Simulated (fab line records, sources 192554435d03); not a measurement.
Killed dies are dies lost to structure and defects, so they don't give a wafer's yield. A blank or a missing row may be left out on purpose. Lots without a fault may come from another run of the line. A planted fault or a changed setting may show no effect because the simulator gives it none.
Which tool did it? | flow n5_finfet | 11 lots, 32 wafers sampled, at 3 steps of a route of 1938

WHAT THE GAUGES READ, wafer by wafer
N5_BEOL_M5_CD_MEAS_11: target cd 27.74 nm.
lot  | measured     | on        | cd_nm (nm)
L594 | day 11 23:30 | cd_sem-01 | 28.4 28.2 28.2
L593 | day 12 07:50 | cd_sem-01 | 28.2 28.1 28.2
L592 | day 12 12:08 | cd_sem-01 | 28.4 28.0
L597 | day 12 16:23 | cd_sem-02 | 27.2 27.7 27.3
L599 | day 13 01:20 | cd_sem-02 | 28.1 28.1 27.6
L600 | day 14 05:16 | cd_sem-03 | 27.6 28.0 27.6
L602 | day 14 08:49 | cd_sem-02 | 28.0 28.2 27.2
L606 | day 15 19:32 | cd_sem-02 | 28.4 28.1 28.6
L611 | day 16 04:53 | cd_sem-02 | 27.8 27.8 27.6
L613 | day 16 10:13 | cd_sem-02 | 28.2 28.5 28.0
L610 | day 17 06:37 | cd_sem-02 | 27.9 28.1 27.8

WHICH TOOL RAN EACH LOT (tool, then ch and the chambers of the sampled wafers, then the start)
lot  | N5_BEOL_M4_DEP_57               | N5_BEOL_M5_PECVD_70
L594 | pecvd-04 ch 0,2, day 11 19:48   | pecvd-03 ch 0,1,2, day 11 21:30
L593 | pecvd-04 ch 0,1, day 12 02:13   | pecvd-01 ch 0,1,2, day 12 03:55
L592 | pecvd-02 ch 0, day 12 07:35     | pecvd-01 ch 0,1, day 12 09:17
L597 | pecvd-04 ch 0,2, day 12 13:25   | pecvd-03 ch 0,1, day 12 15:38
L599 | pecvd-04 ch 0,1,2, day 12 22:26 | pecvd-03 ch 1,2, day 13 00:07
L600 | pecvd-04 ch 0,1,2, day 14 01:20 | pecvd-03 ch 1,2, day 14 03:31
L602 | pecvd-01 ch 0,1, day 14 05:17   | pecvd-04 ch 0,1,2, day 14 07:04
L606 | pecvd-01 ch 0,2, day 15 08:31   | pecvd-04 ch 0,2, day 15 18:43
L611 | pecvd-02 ch 0,1,2, day 15 22:33 | pecvd-01 ch 1,2, day 16 04:19
L613 | pecvd-02 ch 1,2, day 16 04:19   | pecvd-01 ch 0,1,2, day 16 07:47
L610 | pecvd-01 ch 0,2, day 17 04:12   | pecvd-04 ch 1,2, day 17 06:02
- N5_BEOL_M4_DEP_57: deposits SiCN from 3MS/NH3, target thk 8 nm, time 14 s.
- N5_BEOL_M5_PECVD_70: deposits SiO2 from TEOS/O2, target thk 16 nm, time 18 s.

THE ANSWER, worked out from the rows above alone
Rule: what is usual is taken from the lots themselves. Put in order of their means at a reading, lots are off if they are a third of the lots or fewer, leave a main group of 4 or more, and stand apart from it by a gap of 3 or more times the standard deviation of the main group's means; of several such gaps the widest counts. A main group whose means are all the same, to the digits that the tables above print for the reading, isn't used. A lot without any number at a reading at which 4 lots or more have one is off too. The other lots that the step has rows for count as sound.
No lot is off at any reading shown: from this, nothing can be told.

WHAT THE SIMULATOR HAD PUT IN
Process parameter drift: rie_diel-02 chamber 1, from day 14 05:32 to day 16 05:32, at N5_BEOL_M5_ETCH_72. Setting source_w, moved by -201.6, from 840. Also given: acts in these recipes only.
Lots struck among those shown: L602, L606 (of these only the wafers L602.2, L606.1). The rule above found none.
